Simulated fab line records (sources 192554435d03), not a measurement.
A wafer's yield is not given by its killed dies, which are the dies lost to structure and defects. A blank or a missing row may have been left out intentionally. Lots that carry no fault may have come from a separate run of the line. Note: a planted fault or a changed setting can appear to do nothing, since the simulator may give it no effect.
fab line records | flow n5Finfet
record lots=12 wafers=36 lastDay=17
route steps=1938 shown BEOL_M10@1523 BEOL_M11@1557
lots with no fault: from the same line, run without faults
startH: hours from the record's first day to the start of the lot's first wafer shown | waitH: time in hours since the lot's previous step | " the same as in the row above | L1.1+2: a row that stands for several wafers | - value missing, or start not given | * or withheld: withheld | < > ~ a bound
route shown NAME@n: a module of which the file shows steps, and the number in the route of the first | usual: average and standard deviation across the fault-free wafers | same: alike in all rows | chamber/n: place in a boat | sites: per-site readings | _std_site: their standard deviation | _edge_site: mean of outer sites minus mean of inner sites | radiusMm: for every site, how far away it sits from the centre of the wafer | mask NAME#n: copy n | behind: the last tool/chamber to shape the wafer | hold: why the lot was held/for how many hours/how that ended | device: names the non-switching transistor (n, p or np) | end of line: tests of these same wafers at the route's end | where a step has no rows: the recipe by itself | killed: count of dies lost to structure and defects at first sort (not the wafer's yield) | map: dies across one wafer; x = killed, . = not, _ = none there
set.NAME: the setting that was run; set.NAME@STEP: the one run at that earlier step | model.NAME: the simulator's own value behind a step, which no gauge read
a sample of lots followed through the steps of the route, with each step as a table and each wafer as a row
services: when a tool's chamber went out of use (startH, in hours from the record's first day, below 0 if earlier), for how many hours, and the reason
## steps
# step N5_BEOL_M10_PRE_CLEAN_45
# recipe gas=H2/He timeS=30 tempC=250
# usual heaterPowerW=325/29
# columns lot.wafer tool chamber startH waitH heaterPowerW
L842.2 pvdSputter-01 - 221.62 0.0 352
L842.3 " - " " 339
L842.5 " - " " 357
L843.2 pvdSputter-01 - 238.03 0.0 352
L843.4 " - " " 359
L843.6 " - " " 362
L846.1 pvdSputter-03 - 242.14 0.0 301
L846.2 " - " " 304
L846.5 " - " " 302
L845.1 pvdSputter-03 - 242.22 0.0 309
L845.2 " - " " 294
L845.3 " - " " 274
L844.3 pvdSputter-03 - 243.16 0.0 300
L844.4 " - " " 305
L844.6 " - " " 303
L850.3 pvdSputter-01 - 272.64 0.0 340
L850.4 " - " " 338
L850.6 " - " " 346
L852.2 pvdSputter-01 - 282.68 0.0 349
L852.3 " - " " 350
L852.6 " - " " 343
L856.1 pvdSputter-01 - 311.13 0.0 354
L856.5 " - " " 334
L856.6 " - " " 358
L855.1 pvdSputter-02 - 314.94 0.0 314
L855.2 " - " " 283
L855.5 " - " " 315
L857.1 pvdSputter-03 - 317.12 0.0 301
L857.2 " - " " 299
L857.6 " - " " 275
L859.1 pvdSputter-01 - 332.89 0.0 349
L859.4 " - " " 360
L859.5 " - " " 352
L863.3 pvdSputter-03 - 357.67 0.0 302
L863.5 " - " " 299
L863.6 " - " " 268
# step N5_BEOL_M10_ANNEAL_51
# recipe tempC=225 timeS=90 ambient=N2
# usual wafer_temp_C_max=225.65/0.18
# columns lot.wafer tool chamber startH waitH wafer_temp_C_max
L842.2 rtpAnneal-02 0 223.06 0.7 225.54
L842.3 " 0 " " 225.74
L842.5 " 0 " " 225.78
L843.2 rtpAnneal-01 0 238.88 0.1 225.31
L843.4 " 0 " " 225.59
L843.6 " 0 " " 225.40
L846.1 rtpAnneal-02 0 243.19 0.1 225.67
L846.2 " 0 " " 225.94
L846.5 " 0 " " 225.68
L845.1 rtpAnneal-02 0 243.46 0.3 226.03
L845.2 " 0 " " 225.63
L845.3 " 0 " " 225.51
L844.3 rtpAnneal-02 0 244.27 0.3 225.49
L844.4 " 0 " " 225.76
L844.6 " 0 " " 225.41
L850.3 rtpAnneal-01 0 273.74 0.1 225.68
L850.4 " 0 " " 225.62
L850.6 " 0 " " 225.67
L852.2 rtpAnneal-02 0 283.87 0.1 225.70
L852.3 " 0 " " 225.65
L852.6 " 0 " " 225.27
L856.1 rtpAnneal-02 0 312.22 0.1 225.52
L856.5 " 0 " " 225.65
L856.6 " 0 " " 225.75
L855.1 rtpAnneal-02 0 316.07 0.2 225.67
L855.2 " 0 " " 225.78
L855.5 " 0 " " 225.88
L857.1 rtpAnneal-02 0 319.91 0.1 225.63
L857.2 " 0 " " 226.01
L857.6 " 0 " " 225.43
L859.1 rtpAnneal-01 0 333.97 0.1 225.66
L859.4 " 0 " " 225.52
L859.5 " 0 " " 225.78
L863.3 rtpAnneal-02 0 358.92 0.4 225.53
L863.5 " 0 " " 225.68
L863.6 " 0 " " 225.78
# step N5_BEOL_M11_HM_OPEN_17
# recipe chemistry=Cl2/BCl3 targetDepthA=200 overetchA=60 target=TiN maskMaterial=SOC ionEnergyEv=150 pressureMtorr=10 icpW=1000 biasW=126 Cl2_flow_sccm=53.25 bcl3FlowSccm=21.75 Ar_flow_sccm=25
# usual drypumpMotorCurrentA=5.80/0.22 oesProductAu=0.65/0.043 throttleValvePct=22.12/0.26
# columns lot.wafer tool chamber startH waitH drypumpMotorCurrentA oesProductAu rfHoursCounterH throttleValvePct
L842.2 rieMetal-01 1 228.07 0.0 5.80 0.64 43 22.51
L842.3 " 0 " " 5.88 0.65 - 21.82
L842.5 " 0 " " 5.87 0.65 - 21.82
L843.2 rieMetal-02 0 241.92 0.0 5.64 0.65 35 22.04
L843.4 " 0 " " 5.63 0.65 - 22.04
L843.6 " 0 " " 5.65 0.66 - 22.05
L846.1 rieMetal-01 1 245.71 0.0 5.77 0.64 45 22.54
L846.2 " 0 " " 5.85 0.65 48 21.81
L846.5 " 0 " " 5.85 0.63 - 21.84
L845.1 rieMetal-01 1 246.14 0.0 5.81 0.65 45 22.51
L845.2 " 0 " " 5.85 0.64 48 21.80
L845.3 " 0 " " 5.85 0.65 - 21.81
L844.3 rieMetal-02 0 248.73 0.1 5.64 0.65 - 22.03
L844.4 " 1 " " 5.45 0.63 - 22.00
L844.6 " 1 " " 5.47 0.64 - 22.01
L850.3 rieMetal-03 1 278.48 0.1 6.05 0.74 - 22.44
L850.4 " 0 " " 6.02 0.62 - 21.88
L850.6 " 0 " " 6.03 0.61 - 21.90
L852.2 rieMetal-03 1 288.44 0.0 6.03 0.75 11 22.47
L852.3 " 1 " " 6.01 0.73 - 22.46
L852.6 " 0 " " 6.03 0.61 - 21.89
L856.1 rieMetal-02 1 315.43 0.0 5.46 0.62 51 22.02
L856.5 " 1 " " 5.46 0.62 - 22.02
L856.6 " 0 " " 5.64 0.64 - 22.05
L855.1 rieMetal-03 0 320.65 0.0 6.04 0.61 70 21.88
L855.2 " 1 " " 6.06 0.73 14 22.47
L855.5 " 1 " " 6.06 0.74 - 22.47
L857.1 rieMetal-01 1 322.76 0.0 5.84 0.63 53 22.53
L857.2 " 0 " " 5.83 0.63 56 21.82
L857.6 " 0 " " 5.84 0.64 - 21.81
L859.1 rieMetal-02 1 337.45 0.0 5.46 0.62 53 22.03
L859.4 " 1 " " 5.44 0.62 - 22.03
L859.5 " 0 " " 5.64 0.64 - 22.05
L863.3 rieMetal-02 1 361.92 0.1 5.47 0.62 - 22.01
L863.5 " 0 " " 5.64 0.65 - 22.02
L863.6 " 1 " " 5.46 0.63 - 22.02
# step N5_BEOL_M11_COAT_64
# recipe resist=SiARC tempC=220 timeS=60 spinRpm=1500 resistThkNm=30
# usual heaterPowerTotalW=427.4/2.2 spinSpeedRpm=1500.2/1.1
# columns lot.wafer tool chamber startH waitH heaterPowerTotalW spinSpeedRpm
L842.2 lithoTrack-03 0 228.77 - 430.2 1499.5
L842.3 " 0 " " 425.3 1501.5
L842.5 " 0 " " 425.8 1500.6
L843.2 lithoTrack-02 0 242.15 - 424.1 1499.0
L843.4 " 0 " " 430.2 1502.2
L843.6 " 0 " " 424.1 1499.3
L846.1 lithoTrack-02 0 246.33 - 428.1 1500.0
L846.2 " 0 " " 424.5 1500.9
L846.5 " 0 " " 429.1 1499.3
L845.1 lithoTrack-03 0 246.55 - 429.5 1498.6
L845.2 " 0 " " 424.5 1500.2
L845.3 " 0 " " 424.8 1501.1
L844.3 lithoTrack-02 0 248.96 - 429.2 1501.9
L844.4 " 0 " " 428.6 1499.9
L844.6 " 0 " " 427.8 1498.3
L850.3 lithoTrack-03 0 281.68 - 430.7 1501.1
L850.4 " 0 " " 428.7 1501.6
L850.6 " 0 " " 427.5 1500.5
L852.2 lithoTrack-02 0 289.31 - 430.4 1502.2
L852.3 " 0 " " 428.0 1499.2
L852.6 " 0 " " 430.6 1498.0
L856.1 lithoTrack-03 0 318.63 - 425.7 1500.8
L856.5 " 0 " " 426.3 1500.7
L856.6 " 0 " " 427.4 1500.7
L857.1 lithoTrack-02 0 323.74 - 424.7 1449.0
L857.2 " 0 " " 424.7 1449.6
L857.6 " 0 " " 430.1 1450.8
L855.1 lithoTrack-05 0 323.74 - 424.7 1501.6
L855.2 " 0 " " 429.6 1500.8
L855.5 " 0 " " 425.5 1500.8
L859.1 lithoTrack-02 0 337.89 - 425.6 1449.2
L859.4 " 0 " " 427.1 1452.7
L859.5 " 0 " " 429.2 1449.7
L863.3 lithoTrack-05 0 362.18 - 426.4 1501.2
L863.5 " 0 " " 424.9 1501.0
L863.6 " 0 " " 426.9 1500.3
## services
# columns tool chamber startH hours kind
rieMetal-03 - 211.04 2.8 pm
rieMetal-02 0 279.63 9.4 repair
rieMetal-01 - 340.25 9.7 repair
## key
firstSign step=N5_BEOL_M11_COAT_64 reading=spinSpeedRpm direction=down sigmas=44 usual=* struck=*
effect none on later readings
metAt N5_BEOL_M11_COAT_64
struckLots L857,L859
notActingAt N5_BEOL_M10_PRE_CLEAN_45,N5_BEOL_M10_ANNEAL_51,N5_BEOL_M11_HM_OPEN_17
onsetBetween 289.31 323.74
fault kind=processParameterDrift tool=lithoTrack-02 chamber=- onsetH=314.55 steps=N5_BEOL_M11_COAT_64 channel=spinRpm offset=* shape=step endH=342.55 actsIn=* stated=*
